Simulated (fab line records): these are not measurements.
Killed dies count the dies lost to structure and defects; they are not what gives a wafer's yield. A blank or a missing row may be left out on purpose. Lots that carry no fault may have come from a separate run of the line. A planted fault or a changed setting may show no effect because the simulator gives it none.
The same fault as seen by 2 desks / flow nand-harc / each desk has only its own numbers; what lay behind them comes last

THE DEFECT DESK
Counts from the inspections along the route, per lot, as means over the sampled wafers that have a number. The brackets show how far a lot's mean lies from the usual mean; more than 4 standard deviations puts the lot out of limits, marked OUT.
Columns: A = raw-defect-count at NHARC_THIN_TSV_INSPECT_40, usual 478
lot=L835; first seen here=day 19 12:49; A=439
lot=L838; first seen here=day 20 05:43; A=431
lot=L840; first seen here=day 20 22:03; A=418
lot=L842; first seen here=day 21 06:27; A=518
lot=L843; first seen here=day 21 06:27; A=497
lot=L844; first seen here=day 21 15:55; A=434
lot=L846; first seen here=day 21 15:55; A=410
lot=L839; first seen here=day 21 15:56; A=412
lot=L848; first seen here=day 21 19:14; A=485
lot=L845; first seen here=day 21 22:52; A=594
lot=L849; first seen here=day 22 22:02; A=567
lot=L857; first seen here=day 25 13:43; A=507
Finding of this desk: none of the 12 lots has anything out of limits.

TOOL OWNER'S DESK, grinder-01
The tool's own readings at NHARC_THIN_TSV_GRIND_00: means of the sampled wafers that have a number, for each lot that ran on this tool. The brackets show how far a lot's mean lies from the usual mean; more than 4 standard deviations puts the lot out of limits, marked OUT.
Columns: A = motor-current-A at NHARC_THIN_TSV_GRIND_00, usual 12.002 A; B = slurry-flow-ml-min at NHARC_THIN_TSV_GRIND_00, usual 150.1
lot=L835; first seen here=day 18 23:37; A=12.016; B=150.0
lot=L838; first seen here=day 19 14:34; A=12.007; B=149.6
lot=L840; first seen here=day 20 06:56; A=11.989; B=149.7
lot=L843; first seen here=day 20 16:07; A=11.996; B=149.6
lot=L842; first seen here=day 20 17:32; A=12.002; B=150.0
lot=L844; first seen here=day 21 01:41; A=12.009; B=150.2
lot=L839; first seen here=day 21 02:53; A=12.006; B=150.3
lot=L846; first seen here=day 21 04:05; A=11.998; B=150.2
lot=L848; first seen here=day 21 05:16; A=11.966; B=149.8
lot=L845; first seen here=day 21 08:37; A=11.997; B=150.5
lot=L849; first seen here=day 22 06:49; A=11.995; B=150.8
lot=L857; first seen here=day 24 23:40; A=11.983; B=150.4
Finding of this desk: none of the 12 lots has anything out of limits.

PUT TOGETHER
The defect desk saw nothing out of limits.
The desk of the tool owner found nothing out of limits.

WHAT THE SIMULATOR HAD PUT IN
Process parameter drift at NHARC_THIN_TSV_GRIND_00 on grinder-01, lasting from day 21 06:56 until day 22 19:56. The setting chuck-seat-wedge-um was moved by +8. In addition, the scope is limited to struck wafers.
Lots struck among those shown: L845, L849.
